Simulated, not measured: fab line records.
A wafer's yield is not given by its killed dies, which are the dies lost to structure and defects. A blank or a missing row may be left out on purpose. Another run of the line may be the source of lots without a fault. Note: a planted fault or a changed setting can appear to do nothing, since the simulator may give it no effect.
fab line records	flow nand_harc
[record] lots = 13	wafers = 39	last_day = 24
route steps=1159 shown A_BLC@975 A_M0@1005 END@1159
lots untouched by any fault: they come from a run of this same line in which no faults occurred
start_h: hours from the record's opening day to when the first of the lot's shown wafers began	wait_h: how many hours have passed since the lot's step before this one	" unchanged from the row above	L1.1+2: a single row standing in for several wafers	- value missing, or start not given	* or withheld: withheld	< > ~ a bound
route shown NAME@n: a module of which the file shows steps, and the number in the route of the first	usual: average and standard deviation across the fault-free wafers	same: alike in all rows	chamber/n: place in a boat	sites: the reading at each site	_std_site: standard deviation across them	_edge_site: mean of outer sites minus mean of inner sites	radius_mm: for every site, how far away it sits from the centre of the wafer	mask NAME#n: copy n	behind: the last tool/chamber to shape the wafer	hold: what put the lot on hold/how long, in hours/how the hold closed	device: names the non-switching transistor (n, p or np)	end of line: the same wafers' tests at the end of the route	a step with no rows: only its recipe	killed: not the wafer's yield, but the dies lost to structure and defects at the first sort	map: a wafer's dies, marking killed ones x, the rest . and places with no die _
set.NAME: the setting as run; set.NAME@STEP: as run at that earlier step	model.NAME: the simulator's own value behind a step, which no gauge read
steps of the route over a sample of lots; a table a step, a row a wafer
services: a tool's chamber out of use, with start hour (start_h, from the record's first day; less than 0 if before it), hours out, and reason
[[steps]]
[step NHARC_A_BLC_OVL_MEAS_11]
[usual] overlay_x_nm = 0.0/0.88	overlay_y_nm = 0.0/0.75
lot.wafer	tool	chamber	start_h	wait_h	overlay_x_nm	overlay_y_nm
L125.1	overlay-01	-	398.05	-	-0.6	0.8
L125.4	"	-	"	"	-0.5	0.4
L125.5	"	-	"	"	-0.7	0.1
L127.3	overlay-02	-	418.30	-	-0.3	0.8
L127.4	"	-	"	"	0.2	0.6
L127.5	"	-	"	"	-0.6	0.6
L129.1	overlay-02	-	423.26	-	0.9	-0.7
L129.2	"	-	"	"	0.6	-1.3
L129.6	"	-	"	"	0.1	-1.0
L126.2	overlay-01	-	428.41	-	-0.5	0.8
L126.4	"	-	"	"	-0.7	0.8
L126.6	"	-	"	"	-0.8	0.2
L133.1	overlay-01	-	450.30	-	0.2	0.1
L133.3	"	-	"	"	1.1	0.5
L133.6	"	-	"	"	0.2	0.5
L130.2	overlay-02	-	453.00	-	1.9	0.4
L130.4	"	-	"	"	2.0	0.0
L130.6	"	-	"	"	2.3	0.5
L140.1	overlay-01	-	480.80	-	0.4	-1.3
L140.5	"	-	"	"	0.3	-0.8
L140.6	"	-	"	"	0.0	-1.1
L142.3	overlay-01	-	498.06	-	0.7	0.8
L142.5	"	-	"	"	1.1	0.8
L142.6	"	-	"	"	1.1	0.9
L144.2	overlay-02	-	499.34	-	-0.9	0.9
L144.4	"	-	"	"	-0.5	1.0
L144.6	"	-	"	"	-1.8	1.5
L141.1	overlay-02	-	503.23	-	0.5	-0.8
L141.2	"	-	"	"	0.2	-0.3
L141.3	"	-	"	"	0.3	0.0
L147.1	overlay-02	-	510.11	-	-0.4	-1.9
L147.3	"	-	"	"	0.2	-1.6
L147.5	"	-	"	"	-0.1	-1.2
L145.1	overlay-01	-	510.84	-	-0.3	0.6
L145.2	"	-	"	"	-0.2	0.0
L145.5	"	-	"	"	-0.4	0.5
L146.2	overlay-02	-	517.42	-	-1.5	-0.3
L146.4	"	-	"	"	-1.4	0.0
L146.6	"	-	"	"	-1.5	0.4
[step NHARC_A_BLC_CD_MEAS_19]
[usual] cd_nm = 99.0/2
lot.wafer	tool	chamber	start_h	wait_h	cd_nm
L125.1	cd_sem-01	-	399.29	-	99.2
L125.4	"	-	"	"	97.6
L125.5	"	-	"	"	97.4
L127.3	cd_sem-03	-	419.36	-	96.1
L127.4	"	-	"	"	105.2
L127.5	"	-	"	"	95.7
L129.1	cd_sem-03	-	424.33	-	99.0
L129.2	"	-	"	"	100.2
L129.6	"	-	"	"	98.1
L126.2	cd_sem-03	-	429.48	-	97.3
L126.4	"	-	"	"	96.4
L126.6	"	-	"	"	100.4
L133.1	cd_sem-03	-	451.36	-	97.0
L133.3	"	-	"	"	99.4
L133.6	"	-	"	"	97.3
L130.2	cd_sem-03	-	454.07	-	94.6
L130.4	"	-	"	"	103.5
L130.6	"	-	"	"	100.1
L140.1	cd_sem-03	-	481.87	-	99.4
L140.5	"	-	"	"	99.7
L140.6	"	-	"	"	94.9
L142.3	cd_sem-03	-	499.13	-	98.7
L142.5	"	-	"	"	95.8
L142.6	"	-	"	"	101.1
L144.2	cd_sem-01	-	500.40	-	100.6
L144.4	"	-	"	"	95.8
L144.6	"	-	"	"	100.8
L141.1	cd_sem-02	-	504.36	-	99.7
L141.2	"	-	"	"	98.3
L141.3	"	-	"	"	101.1
L147.1	cd_sem-02	-	511.17	-	100.7
L147.3	"	-	"	"	95.9
L147.5	"	-	"	"	96.9
L145.1	cd_sem-02	-	511.90	-	98.9
L145.2	"	-	"	"	100.0
L145.5	"	-	"	"	100.7
L146.2	cd_sem-01	-	518.48	-	100.6
L146.4	"	-	"	"	101.9
L146.6	"	-	"	"	98.4
[step NHARC_A_BLC_CMP_25]
[recipe] t_overpolish_s = 30	target_thk_nm = 150
[usual] edge_zone_pressure_frac = 0.999/0.0052	motor_current_A = 12.3/0.95	overpolish_run_s = 30.001/0.0087	slurry_filter_dp_kPa = 13.50/0.13	time_to_endpoint_s = 29.8/2.1
lot.wafer	tool	chamber	start_h	wait_h	edge_zone_pressure_frac	motor_current_A	overpolish_run_s	slurry_filter_dp_kPa	time_to_endpoint_s
L125.1	cmp-02	3	412.56	0.4	0.996	10.9	30.001	13.37	33.2
L125.4	"	2	"	"	0.997	10.5	29.989	13.28	34.4
L125.5	"	0	"	"	0.993	13.5	30.017	13.53	31.1
L127.4	cmp-02	1	420.96	0.2	1.001	12.4	29.998	13.49	32.9
L127.3	"	3	"	"	0.995	11.6	30.004	13.50	32.4
L127.5	"	1	"	"	0.998	12.5	29.997	13.35	33.8
L129.2	cmp-01	0	427.77	0.5	0.987	12.6	29.997	13.56	32.5
L129.1	"	1	"	"	1.002	13.3	30.010	13.51	29.1
L129.6	"	0	"	"	0.998	12.1	30.006	13.48	32.7
L126.4	cmp-04	1	431.29	0.3	1.003	10.9	29.998	13.69	30.4
L126.2	"	0	"	"	1.005	11.5	30.002	13.49	30.1
L126.6	"	1	"	"	1.003	11.6	30.001	13.46	31.3
L133.3	cmp-01	1	455.16	0.2	-	-	-	-	-
L133.1	"	0	"	"	-	-	-	-	-
L133.6	"	2	"	"	-	-	-	-	-
L130.2	cmp-04	3	458.32	0.5	-	-	-	-	-
L130.4	"	1	"	"	-	-	-	-	-
L130.6	"	3	"	"	-	-	-	-	-
L140.1	cmp-04	2	492.98	0.4	1.001	13.3	30.003	13.38	27.7
L140.5	"	1	"	"	1.008	11.4	30.005	13.42	28.3
L140.6	"	2	"	"	0.999	12.0	30.006	13.40	29.4
L142.3	cmp-02	2	500.89	0.3	0.994	10.7	29.996	13.71	32.5
L142.5	"	3	"	"	1.004	11.1	30.009	13.18	29.6
L142.6	"	0	"	"	0.987	12.8	29.992	13.41	31.0
L144.2	cmp-01	1	503.15	0.5	0.990	14.4	30.013	13.64	29.2
L144.4	"	2	"	"	0.999	12.6	29.992	13.17	30.1
L144.6	"	1	"	"	0.996	13.4	29.995	13.51	31.7
L141.2	cmp-04	2	508.34	0.5	1.002	12.9	29.988	13.69	27.0
L141.1	"	3	"	"	0.998	11.2	29.992	13.61	28.3
L141.3	"	1	"	"	0.999	11.1	30.002	13.66	27.0
L147.1	cmp-01	3	515.78	0.5	1.007	11.6	29.982	13.48	30.1
L147.3	"	0	"	"	1.001	13.1	30.004	13.45	33.0
L147.5	"	2	"	"	0.998	12.8	30.010	13.29	30.2
L145.2	cmp-04	3	517.76	0.5	1.002	12.7	29.994	13.19	26.8
L145.1	"	1	"	"	1.005	10.6	30.005	13.34	27.8
L145.5	"	2	"	"	0.995	12.8	30.011	13.50	29.8
L146.2	cmp-01	2	522.42	0.5	0.999	11.7	30.000	13.64	29.7
L146.4	"	1	"	"	1.000	14.0	30.011	13.44	29.6
L146.6	"	3	"	"	1.000	11.6	30.004	13.66	30.2
[step NHARC_A_BLC_INSPECT_28]
[usual] raw_defect_count = 402/100
lot.wafer	tool	chamber	start_h	wait_h	raw_defect_count
L125.1	defect_inspect-02	-	412.96	0.1	309
L125.4	"	-	"	"	310
L125.5	"	-	"	"	245
L127.3	defect_inspect-01	-	421.37	0.1	395
L127.4	"	-	"	"	392
L127.5	"	-	"	"	416
L129.1	defect_inspect-01	-	428.17	0.1	321
L129.2	"	-	"	"	317
L129.6	"	-	"	"	417
L126.2	defect_inspect-02	-	431.70	0.1	334
L126.4	"	-	"	"	522
L126.6	"	-	"	"	365
L133.1	defect_inspect-01	-	455.56	0.1	6737
L133.3	"	-	"	"	6513
L133.6	"	-	"	"	6563
L130.2	defect_inspect-02	-	458.73	0.1	6564
L130.4	"	-	"	"	6680
L130.6	"	-	"	"	6649
L140.1	defect_inspect-02	-	493.36	0.1	317
L140.5	"	-	"	"	423
L140.6	"	-	"	"	318
L142.3	defect_inspect-02	-	501.22	0.1	394
L142.5	"	-	"	"	308
L142.6	"	-	"	"	271
L144.2	defect_inspect-02	-	503.56	0.1	457
L144.4	"	-	"	"	358
L144.6	"	-	"	"	431
L141.1	defect_inspect-01	-	508.74	0.1	579
L141.2	"	-	"	"	389
L141.3	"	-	"	"	384
L147.1	defect_inspect-01	-	516.15	0.1	605
L147.3	"	-	"	"	403
L147.5	"	-	"	"	548
L145.1	defect_inspect-02	-	518.14	0.1	429
L145.2	"	-	"	"	310
L145.5	"	-	"	"	431
L146.2	defect_inspect-02	-	522.82	0.1	525
L146.4	"	-	"	"	325
L146.6	"	-	"	"	409
[step NHARC_A_M0_OVL_MEAS_10]
[recipe] pitch_nm = 160
[usual] overlay_x_nm = 0.0/0.77	overlay_y_nm = 0.2/0.91
lot.wafer	tool	chamber	start_h	wait_h	overlay_x_nm	overlay_y_nm
L125.1	overlay-02	-	413.83	-	-0.7	1.4
L125.4	"	-	"	"	-0.2	1.7
L125.5	"	-	"	"	-0.7	1.2
L127.3	overlay-02	-	422.36	-	0.0	-1.1
L127.4	"	-	"	"	-0.3	-0.9
L127.5	"	-	"	"	-0.9	-1.3
L129.1	overlay-02	-	429.22	-	0.0	0.9
L129.2	"	-	"	"	-0.7	0.5
L129.6	"	-	"	"	-0.6	1.4
L126.2	overlay-01	-	432.68	-	0.3	-0.1
L126.4	"	-	"	"	0.7	0.4
L126.6	"	-	"	"	0.5	0.6
L140.1	overlay-02	-	494.34	-	0.1	-0.7
L140.5	"	-	"	"	0.4	-0.4
L140.6	"	-	"	"	-0.4	-0.3
L142.3	overlay-02	-	502.08	-	-0.8	-0.4
L142.5	"	-	"	"	-0.8	-0.2
L142.6	"	-	"	"	-0.4	0.3
L144.2	overlay-01	-	504.56	-	0.1	0.1
L144.4	"	-	"	"	0.0	0.2
L144.6	"	-	"	"	-0.4	0.5
L141.1	overlay-02	-	509.62	-	-0.7	1.0
L141.2	"	-	"	"	-0.9	1.3
L141.3	"	-	"	"	-0.8	0.8
L147.1	overlay-02	-	517.07	-	-1.5	-0.5
L147.3	"	-	"	"	-1.4	-0.4
L147.5	"	-	"	"	-1.1	-0.3
L145.1	overlay-01	-	519.00	-	1.1	-0.5
L145.2	"	-	"	"	0.6	-0.6
L145.5	"	-	"	"	-0.1	-0.1
L146.2	overlay-02	-	523.81	-	0.3	0.7
L146.4	"	-	"	"	-0.1	1.3
L146.6	"	-	"	"	-0.2	0.9
[step NHARC_END_SORT_01]
[recipe] temp_c = 25
[usual] killed_at_array = 29/9.4	killed_at_other = 0.7/1.3	killed_at_periphery = 2.9/2.1	killed_dies = 32/9	killed_open = 3.3/1.8	killed_short = 1.9/1.4
[same] gross_dies = 677
lot.wafer	tool	chamber	start_h	wait_h	killed_at_array	killed_at_other	killed_at_periphery	killed_dies	killed_open	killed_short
L133.1	prober-02	0	495.48	2.5	672	1	4	677	4	4
L133.3	prober-02	0	497.06	3.1	671	0	6	677	4	4
L133.6	prober-02	0	499.43	3.9	676	0	1	677	2	1
L130.2	prober-01	0	496.29	2.8	675	1	1	677	2	2
L130.4	prober-01	0	497.89	3.4	676	0	1	677	1	2
L130.6	prober-01	0	499.49	4.0	674	2	1	677	3	2
// killed by level:class
L133.1 A_BLC:area_cmp=645 A_CHANNEL_HOLE_D1:chamber_film_flake=14 A_STAIRCASE:chamber_film_flake=4 P_ZERO_WELL:chamber_film_flake=2 A_CONTACT:chamber_film_flake=2 P_M0:geometric_particle:open=1 P_M0:geometric_particle:short=1 A_SGD_CUT:geometric_particle:short=1
L130.2 A_BLC:area_cmp=656 A_CHANNEL_HOLE_D1:chamber_film_flake=7 A_STAIRCASE:chamber_film_flake=4 A_CONTACT:chamber_film_flake=3 P_M2:geometric_particle:open=1 A_ONON_D1:geometric_particle:short=1 A_CHANNEL_FILL_D1:geometric_particle:short=1 A_CONTACT:geometric_particle:open=1
L133.3 A_BLC:area_cmp=648 A_CHANNEL_HOLE_D1:chamber_film_flake=11 A_CONTACT:chamber_film_flake=5 A_STAIRCASE:chamber_film_flake=3 P_M0:geometric_particle:open=2 P_GATE:geometric_particle:short=1 P_CONTACT:geometric_particle:open=1 P_M0:geometric_particle:short=1
L130.4 A_BLC:area_cmp=665 A_CHANNEL_HOLE_D1:chamber_film_flake=3 A_SGD_CUT:chamber_film_flake=2 A_CONTACT:chamber_film_flake=2 A_ONON_D1:geometric_particle:short=1 A_WL_FILL:geometric_particle:open=1 A_WL_FILL:geometric_particle:short=1 P_ZERO_WELL:chamber_film_flake=1
L133.6 A_BLC:area_cmp=642 A_CHANNEL_HOLE_D1:chamber_film_flake=23 A_STAIRCASE:chamber_film_flake=6 A_CONTACT:chamber_film_flake=3 P_CONTACT:geometric_particle:open=1 A_CONTACT:geometric_particle:short=1 A_BLC:geometric_particle:open=1
L130.6 A_BLC:area_cmp=652 A_CHANNEL_HOLE_D1:chamber_film_flake=7 A_SGD_CUT:chamber_film_flake=3 A_CONTACT:chamber_film_flake=3 A_M0:geometric_particle:open=2 A_STAIRCASE:chamber_film_flake=2 A_WL_FILL:chamber_film_flake=2 THIN_TSV:chamber_film_flake=2
[[services]]
tool	chamber	start_h	hours	kind
cmp-04	-	399.00	4.0	pm
cmp-04	-	403.00	-	consumable_replace:conditioner
cmp-04	-	403.00	-	consumable_replace:pad
cmp-01	-	417.54	3.8	repair
cmp-02	-	422.66	4.0	pm
cmp-02	-	426.66	-	consumable_replace:conditioner
cmp-02	-	426.66	-	consumable_replace:pad
cmp-02	-	438.51	0.9	repair
cmp-01	-	449.54	2.0	repair
cmp-01	-	478.34	4.0	pm
cmp-01	-	482.34	-	consumable_replace:conditioner
cmp-01	-	482.34	-	consumable_replace:pad
cmp-04	-	497.00	4.0	pm
cmp-04	-	501.00	-	consumable_replace:conditioner
cmp-04	-	501.00	-	consumable_replace:pad
cmp-02	-	520.66	4.0	pm
[[key]]
[first_sign] step = NHARC_A_BLC_CMP_25	reading = tool_record	direction = missing
[effect] step = NHARC_A_BLC_INSPECT_28	reading = raw_defect_count	direction = up	sigmas = 60	usual = 402	struck = 6618
[effect] step = NHARC_END_SORT_01	reading = killed_dies	direction = up	sigmas = 72	usual = 32	struck = 677
[more_kills_born_at] NHARC_A_BLC_CMP_25@cmp-04 = 1973	NHARC_A_BLC_CMP_25@cmp-01 = 1935
met_at NHARC_A_BLC_CMP_25
struck_lots L130,L133
later_rows_left_out L130.2,L130.4,L130.6,L133.1,L133.3,L133.6
tester_left_out L130,L133
not_acting_at NHARC_A_BLC_OVL_MEAS_11,NHARC_A_BLC_CD_MEAS_19,NHARC_A_M0_OVL_MEAS_10
onset_between 431.29 455.16
[fault] kind = skipped_step_whole	tool = cmp-01,cmp-04	chamber = -	onset_h = 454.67	steps = NHARC_A_BLC_CMP_25	scope = struck_lots_only
// tester_left_out: of these lots the tester's yield and bins aren't shown, on N5 and GAA mostly nor the transistor test; their killed dies are dies lost to structure and defects alone, not to doping, threshold or leakage, so they don't give the yield
// later_rows_left_out: the simulator's readings of these wafers behind a module that went badly wrong aren't trusted and aren't shown, but for the sort
